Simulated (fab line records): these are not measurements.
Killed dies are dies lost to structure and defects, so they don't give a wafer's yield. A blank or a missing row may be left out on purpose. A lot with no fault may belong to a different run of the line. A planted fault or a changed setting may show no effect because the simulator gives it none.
Split-lot trial	flow n5Finfet	route with 1938 steps; 7 lots, 21 wafers read

== THE SPLIT ==
At N5_BEOL_M2_ETCH_69 (etches SiARC in CF4, target depth 15.6 nm, time 26 s), the setting biasW was moved away from the recipe's 36 W on 7 of the 21 wafers read, by -14.4% to +17.8%. The other wafers ran this setting at the recipe's value.

The reading is taken at the split's own step.

== THE READING ==
rfVppV, in V, at N5_BEOL_M2_ETCH_69 (etches SiARC in CF4, target depth 15.6 nm, time 26 s). Typical for fault-free wafers on this fab line: 183.8 V, with standard deviation 1.1 V.

wafer	tool, chamber at the split	biasW as run, W	against the recipe	rfVppV, V	against lot-mates on the recipe
L074.2	rieDiel-02, 2	42.4	+17.8%	203.3	+17.9
L074.5	rieDiel-02, 3	36	recipe	185.8	-
L074.6	rieDiel-02, 0	36	recipe	185.1	-
L079.1	rieDiel-04, 0	42.21	+17.3%	204.0	+19.4
L079.2	rieDiel-04, 1	36	recipe	184.6	-
L079.6	rieDiel-04, 0	42.21	+17.3%	203.0	+18.4
L080.1	rieDiel-02, 2	36	recipe	184.2	-
L080.4	rieDiel-02, 0	39.26	+9.1%	194.2	+10.0
L080.5	rieDiel-02, 2	39.26	+9.1%	193.7	+9.5
L084.1	rieDiel-02, 2	36	recipe	184.3	-
L084.3	rieDiel-02, 3	36	recipe	185.6	-
L084.6	rieDiel-02, 2	36	recipe	183.8	-
L087.4	rieDiel-03, 3	36	recipe	186.4	-
L087.5	rieDiel-03, 2	36	recipe	183.5	-
L087.6	rieDiel-03, 0	42.35	+17.6%	202.4	+17.5
L088.2	rieDiel-04, 3	36	recipe	184.1	-
L088.4	rieDiel-04, 1	36	recipe	185.1	-
L088.5	rieDiel-04, 3	36	recipe	183.9	-
L091.1	rieDiel-04, 0	36	recipe	181.8	-
L091.2	rieDiel-04, 2	36	recipe	184.3	-
L091.4	rieDiel-04, 3	30.81	-14.4%	165.0	-18.1

THE FIT
A straight line over all 21 wafers: rfVppV changes by +1.12 V for each +1% of biasW; r = +0.99; the points scatter about the line by 1.3 V.
The same after taking each lot's own level away (the mean of its wafers on the recipe; 21 wafers): +1.09 V for each +1%; r = +0.99; scatter 1 V.
According to that fit, moving biasW by its largest amount changes the reading by 19 V.
The lots' own levels span 183.05 to 185.45 V, that is 2.2 times the standard deviation above.
The two slopes agree, so the slope changes little with the lot-to-lot level.
Check: +19.4 V against its lot-mates is what the line predicts for one of the wafers moved furthest among these (+17.8%) when that wafer is left out of the fit. Against them it came out at +17.9 V.
Tool readings at the split's step, against how far the setting was moved: etchRfOnTimeS r = -0.79; rfVppV r = +0.99.

== THE OTHER SPLITS THESE WAFERS WENT THROUGH ==
Before the reading, these wafers also passed through other splits. Each is held against what the fit with the lots' levels taken away leaves over:
other split on the same wafers	wafers away from the commonest value	r with rfVppV (lot level and that fit taken away)
N5_MOL_CONTACT_COAG_PECVD_31 tempC	10	+0.23
N5_MOL_CONTACT_COAG_ALD_133 aldCycles	8	+0.08
N5_MOL_CONTACT_COAG_VIA_ETCH_117 biasW	8	+0.00
N5_BEOL_M0_SAQP_COAT_34 spinRpm	5	+0.04
N5_BEOL_M1_COAT_67 spinRpm	9	+0.27
N5_BEOL_M1_COAT_22 spinRpm	6	-0.18

== THE WHOLE CHAIN: every reading that the file lists as answering this split, in the file's order ==
step	what it does	reading	change (the file's fit)	r (the file's)
N5_BEOL_M2_ETCH_69	etches SiARC in CF4, target depth 15.6 nm, time 26 s	etchRfOnTimeS	withheld for each +1% of the setting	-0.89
N5_BEOL_M2_ETCH_69	etches SiARC in CF4, target depth 15.6 nm, time 26 s	rfVppV	+1.07 V for each +1% of the setting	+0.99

== THE FILE'S OWN FIT ==
rfVppV changes by +1.07 V for each +1% of biasW, r = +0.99.
